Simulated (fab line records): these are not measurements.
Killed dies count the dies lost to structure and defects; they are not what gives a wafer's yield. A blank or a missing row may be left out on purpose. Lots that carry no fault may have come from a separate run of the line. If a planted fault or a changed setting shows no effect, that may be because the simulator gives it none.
A lot that was struck, set against a sound lot || flow n5Finfet || 16 steps out of a route of 1938
Sound: the wafers L904.3, L904.4, L904.6. Struck: wafer L915.4; the same lot's L915.2 was not struck, so it is left out; see the end for the cause.
At each step with rows: each side's tool, then ch and its chambers, then its first start. Under that, the readings that differ: sound wafers || struck wafers || difference of the means || sigmas: that difference in standard deviations of wafers without a fault.
alike: readings with means less than 2 such deviations apart, plus words and numbers identical on both sides. not compared: withheld readings, readings lacking a value on some wafer, bounds such as >300 that could conceal the same value, and numbers that have no deviation in the record and whose values overlap.
A row with sigmas, a row that says differs or no value, or rows on one side alone: a step with any of these is where the two part. When numbers do not overlap yet have no deviation, they are printed without sigmas and do not part them. A reading missing from all wafers of one side parts the sides only when that side holds two or more wafers.

first, 1 step without rows for these wafers: N5_BEOL_M2_STRIP_36 (strips in N2/H2).
N5_BEOL_M2_TRENCH_ETCH_37: etches SiOC in C4F6/O2, target depth 55.555 nm, time 29.2 s.
  sound: rieDiel-04 ch 0,1,2; struck: rieDiel-02 ch 0
  alike: drypumpMotorCurrentA, oesProductAu, rfVppV, showerheadPlenumPTorr, throttleValvePct
  not compared: rfHoursCounterH
N5_BEOL_M2_ETCH_41: etches SiCN in CH3F/O2, target depth 29.9 nm, time 52.5 s.
  sound: rieDiel-04 ch 0,1,2; struck: rieDiel-02 ch 0
  alike: drypumpMotorCurrentA, oesProductAu, rfVppV, showerheadPlenumPTorr, throttleValvePct
  not compared: rfHoursCounterH
then, 1 step without rows for these wafers: N5_BEOL_M2_STRIP_97 (strips in N2/H2, time 10 s).
N5_BEOL_M2_OCD_MEAS_38:
  sound on ocd-01 at day 9 12:04; struck on ocd-02 at day 11 18:53
  alike: trenchDepthNm
then, 4 steps without rows for these wafers: N5_BEOL_M2_HM_STRIP_39 (strips TiN in peroxide tin strip, target depth 25 nm, time 158 s); N5_BEOL_M2_SRD_40 (time 30 s); N5_BEOL_M2_PRECLEAN_42 (cleans in residue remover, time 60 s); N5_BEOL_M2_SRD_43 (time 30 s).
N5_BEOL_M2_CD_MEAS_35: target cd 18 nm, target cd y 22.2 nm.
  sound on cdSem-01 at day 9 12:13; struck on cdSem-02 at day 11 19:03
  alike: cdNm
N5_BEOL_M2_DEGAS_44: time 60 s.
  sound on pvdSputter-02 at day 9 12:31; struck on pvdSputter-02 at day 11 19:13
  alike: heaterPowerW
N5_BEOL_M2_PRE_CLEAN_45: time 30 s.
  sound on pvdSputter-02 at day 9 12:33; struck on pvdSputter-02 at day 11 19:16
  alike: heaterPowerW
N5_BEOL_M2_ALD_84: deposits TaN, pulse time 2 s, purge time 3 s, co reactant purge time 2 s.
  sound on aldMetal-02 ch 0,3, day 9 12:37; struck on aldMetal-03 ch 2, day 11 19:19
{"reading": "aldCycles", "sound": "30 30 30", "struck": 32, "difference": "+2", "sigmas": ""}
  alike: heaterPowerW, precursorVesselCarrierSccm
  not compared: sinceWetCleanH
N5_BEOL_M2_SURFACE_TREAT_85:
  sound on pvdSputter-03 at day 9 13:04; struck on pvdSputter-03 at day 11 19:33
  not compared: throttleValvePct
-- the record jumps here: 2 days lie between the struck wafers' starts before and after (it left off in module BEOL_M2 and takes up again in module BEOL_M4, whose first step shown is number 1111 of the route) --
N5_BEOL_M4_RC_MEAS_101:
  sound on prober-02 ch 0, day 11 12:49; struck on prober-01 ch 0, day 13 22:19
{"reading": "SS_P (mV/dec)", "sound": "73.2 72.8 73.2", "struck": 74.6, "difference": "+1.5", "sigmas": "+3"}
  alike: DIBL_N, DIBL_P, IOFF_N, IOFF_P, ION_N, ION_P, SS_N, VT_N, VT_P
N5_PASSIVATION_PROBE_49:
  the record holds rows for the sound wafers here (prober-02, day 15 21:05) but none for the struck ones

WHERE THEY PART
Earliest at N5_BEOL_M4_RC_MEAS_101; latest, in this record, at N5_PASSIVATION_PROBE_49.

WHY: whatever the simulator had introduced
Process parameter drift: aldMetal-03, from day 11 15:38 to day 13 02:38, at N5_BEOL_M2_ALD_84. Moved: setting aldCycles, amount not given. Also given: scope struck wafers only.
